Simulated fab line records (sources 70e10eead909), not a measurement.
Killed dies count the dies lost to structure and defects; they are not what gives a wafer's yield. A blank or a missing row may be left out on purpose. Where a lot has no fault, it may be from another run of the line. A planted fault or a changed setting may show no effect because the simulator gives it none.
Matching of chambers || flow nandHarc || rieDiel-05 running NHARC_A_CONTACT_DESCUM_13: 4 sister chambers
The step chemistry O2, time 3 s. 30 wafers are shown with their chamber, then 12 later ones without.

== EACH WAFER AND ITS CHAMBER ==
{"wafer": "L075.1", "chamber": 0, "drypumpMotorCurrentA (A)": 5.8, "oesProductAu (a.u.)": 0.998, "throttleValvePct (%)": 11.313}
{"wafer": "L075.2", "chamber": 1, "drypumpMotorCurrentA (A)": 6.1, "oesProductAu (a.u.)": 1.001, "throttleValvePct (%)": 11.299}
{"wafer": "L075.3", "chamber": 2, "drypumpMotorCurrentA (A)": 4.7, "oesProductAu (a.u.)": 0.996, "throttleValvePct (%)": 11.313}
{"wafer": "L078.1", "chamber": 2, "drypumpMotorCurrentA (A)": 4.7, "oesProductAu (a.u.)": 1.002, "throttleValvePct (%)": 11.315}
{"wafer": "L078.2", "chamber": 1, "drypumpMotorCurrentA (A)": 6.0, "oesProductAu (a.u.)": 0.989, "throttleValvePct (%)": 11.316}
{"wafer": "L078.3", "chamber": 3, "drypumpMotorCurrentA (A)": 5.0, "oesProductAu (a.u.)": 0.994, "throttleValvePct (%)": 11.313}
{"wafer": "L078.4", "chamber": 0, "drypumpMotorCurrentA (A)": 5.8, "oesProductAu (a.u.)": 0.994, "throttleValvePct (%)": 11.307}
{"wafer": "L078.5", "chamber": 3, "drypumpMotorCurrentA (A)": 5.0, "oesProductAu (a.u.)": 0.990, "throttleValvePct (%)": 11.307}
{"wafer": "L078.6", "chamber": 0, "drypumpMotorCurrentA (A)": 5.8, "oesProductAu (a.u.)": 0.999, "throttleValvePct (%)": 11.306}
{"wafer": "L077.1", "chamber": 2, "drypumpMotorCurrentA (A)": 4.7, "oesProductAu (a.u.)": 1.000, "throttleValvePct (%)": 11.305}
{"wafer": "L077.5", "chamber": 0, "drypumpMotorCurrentA (A)": 5.8, "oesProductAu (a.u.)": 0.989, "throttleValvePct (%)": 11.329}
{"wafer": "L077.6", "chamber": 3, "drypumpMotorCurrentA (A)": 5.0, "oesProductAu (a.u.)": 0.992, "throttleValvePct (%)": 11.296}
{"wafer": "L081.1", "chamber": 3, "drypumpMotorCurrentA (A)": 5.0, "oesProductAu (a.u.)": 0.997, "throttleValvePct (%)": 11.310}
{"wafer": "L081.3", "chamber": 0, "drypumpMotorCurrentA (A)": 5.8, "oesProductAu (a.u.)": 0.994, "throttleValvePct (%)": 11.309}
{"wafer": "L081.4", "chamber": 2, "drypumpMotorCurrentA (A)": 4.7, "oesProductAu (a.u.)": 0.998, "throttleValvePct (%)": 11.321}
{"wafer": "L080.1", "chamber": 0, "drypumpMotorCurrentA (A)": 5.8, "oesProductAu (a.u.)": 0.982, "throttleValvePct (%)": 11.325}
{"wafer": "L080.4", "chamber": 3, "drypumpMotorCurrentA (A)": 5.0, "oesProductAu (a.u.)": 0.991, "throttleValvePct (%)": 11.315}
{"wafer": "L080.5", "chamber": 2, "drypumpMotorCurrentA (A)": 4.8, "oesProductAu (a.u.)": 0.995, "throttleValvePct (%)": 11.300}
{"wafer": "L084.1", "chamber": 3, "drypumpMotorCurrentA (A)": 5.0, "oesProductAu (a.u.)": 0.989, "throttleValvePct (%)": 11.301}
{"wafer": "L084.5", "chamber": 1, "drypumpMotorCurrentA (A)": 6.1, "oesProductAu (a.u.)": 0.997, "throttleValvePct (%)": 11.293}
{"wafer": "L084.6", "chamber": 2, "drypumpMotorCurrentA (A)": 4.7, "oesProductAu (a.u.)": 1.001, "throttleValvePct (%)": 11.320}
{"wafer": "L088.2", "chamber": 0, "drypumpMotorCurrentA (A)": 5.8, "oesProductAu (a.u.)": 0.990, "throttleValvePct (%)": 11.317}
{"wafer": "L088.4", "chamber": 3, "drypumpMotorCurrentA (A)": 5.0, "oesProductAu (a.u.)": 0.987, "throttleValvePct (%)": 11.311}
{"wafer": "L088.6", "chamber": 3, "drypumpMotorCurrentA (A)": 5.0, "oesProductAu (a.u.)": 0.992, "throttleValvePct (%)": 11.299}
{"wafer": "L086.1", "chamber": 3, "drypumpMotorCurrentA (A)": 5.0, "oesProductAu (a.u.)": 1.003, "throttleValvePct (%)": 11.306}
{"wafer": "L086.4", "chamber": 1, "drypumpMotorCurrentA (A)": 6.1, "oesProductAu (a.u.)": 1.015, "throttleValvePct (%)": 11.304}
{"wafer": "L086.6", "chamber": 2, "drypumpMotorCurrentA (A)": 4.8, "oesProductAu (a.u.)": 1.008, "throttleValvePct (%)": 11.310}
{"wafer": "L091.1", "chamber": 1, "drypumpMotorCurrentA (A)": 6.1, "oesProductAu (a.u.)": 1.014, "throttleValvePct (%)": 11.321}
{"wafer": "L091.5", "chamber": 2, "drypumpMotorCurrentA (A)": 4.8, "oesProductAu (a.u.)": 1.008, "throttleValvePct (%)": 11.297}
{"wafer": "L091.6", "chamber": 1, "drypumpMotorCurrentA (A)": 6.1, "oesProductAu (a.u.)": 1.015, "throttleValvePct (%)": 11.318}

SIGNATURES (averages over the wafers above)
{"reading": "drypumpMotorCurrentA", "chamber 0": 5.800, "chamber 1": 6.083, "chamber 2": 4.737, "chamber 3": 5.000, "scatter within a chamber": 0.0323}
{"reading": "oesProductAu", "chamber 0": 0.99229, "chamber 1": 1.00517, "chamber 2": 1.00100, "chamber 3": 0.99278, "scatter within a chamber": 0.00672}
{"reading": "throttleValvePct", "chamber 0": 11.31514, "chamber 1": 11.30850, "chamber 2": 11.31012, "chamber 3": 11.30644, "scatter within a chamber": 0.00884}
Rule: a wafer lies at a distance from a chamber equal to the root of the sum of squares, over the readings, of (its reading less the chamber's mean, divided by the reading's scatter). The wafer belongs to the nearest chamber; if the next one is less than 2 further off, it can't be placed. The scatter is the square root of a quotient: the sum, over the shown wafers, of each reading's squared deviation from its chamber's mean, divided by wafers minus chambers.

== WAFERS WITHOUT THEIR CHAMBER ==
{"wafer": "L089.1", "drypumpMotorCurrentA (A)": 4.8, "oesProductAu (a.u.)": 1.005, "throttleValvePct (%)": 11.307}
{"wafer": "L089.2", "drypumpMotorCurrentA (A)": 5.8, "oesProductAu (a.u.)": 0.997, "throttleValvePct (%)": 11.302}
{"wafer": "L089.4", "drypumpMotorCurrentA (A)": 6.1, "oesProductAu (a.u.)": 0.996, "throttleValvePct (%)": 11.308}
{"wafer": "L090.1", "drypumpMotorCurrentA (A)": 5.9, "oesProductAu (a.u.)": 0.988, "throttleValvePct (%)": 11.322}
{"wafer": "L090.2", "drypumpMotorCurrentA (A)": 6.1, "oesProductAu (a.u.)": 1.002, "throttleValvePct (%)": 11.307}
{"wafer": "L090.6", "drypumpMotorCurrentA (A)": 4.7, "oesProductAu (a.u.)": 0.993, "throttleValvePct (%)": 11.321}
{"wafer": "L092.2", "drypumpMotorCurrentA (A)": 5.8, "oesProductAu (a.u.)": 0.984, "throttleValvePct (%)": 11.306}
{"wafer": "L092.3", "drypumpMotorCurrentA (A)": 6.1, "oesProductAu (a.u.)": 0.999, "throttleValvePct (%)": 11.316}
{"wafer": "L092.4", "drypumpMotorCurrentA (A)": 6.1, "oesProductAu (a.u.)": 1.003, "throttleValvePct (%)": 11.325}
{"wafer": "L095.1", "drypumpMotorCurrentA (A)": 5.0, "oesProductAu (a.u.)": 0.995, "throttleValvePct (%)": 11.298}
{"wafer": "L095.2", "drypumpMotorCurrentA (A)": 5.8, "oesProductAu (a.u.)": 0.993, "throttleValvePct (%)": 11.303}
{"wafer": "L095.3", "drypumpMotorCurrentA (A)": 6.1, "oesProductAu (a.u.)": 1.005, "throttleValvePct (%)": 11.308}

== WHICH CHAMBER EACH ONE RAN IN ==
{"wafer": "L089.1", "from the rows above": 2, "in truth": 2}
{"wafer": "L089.2", "from the rows above": 0, "in truth": 0}
{"wafer": "L089.4", "from the rows above": 1, "in truth": 1}
{"wafer": "L090.1", "from the rows above": 0, "in truth": 0}
{"wafer": "L090.2", "from the rows above": 1, "in truth": 1}
{"wafer": "L090.6", "from the rows above": 2, "in truth": 2}
{"wafer": "L092.2", "from the rows above": 0, "in truth": 0}
{"wafer": "L092.3", "from the rows above": 1, "in truth": 1}
{"wafer": "L092.4", "from the rows above": 1, "in truth": 1}
{"wafer": "L095.1", "from the rows above": 3, "in truth": 3}
{"wafer": "L095.2", "from the rows above": 0, "in truth": 0}
{"wafer": "L095.3", "from the rows above": 1, "in truth": 1}
12 of 12 placed correctly. From these rows, 0 cannot be placed. Wrongly placed: 0.
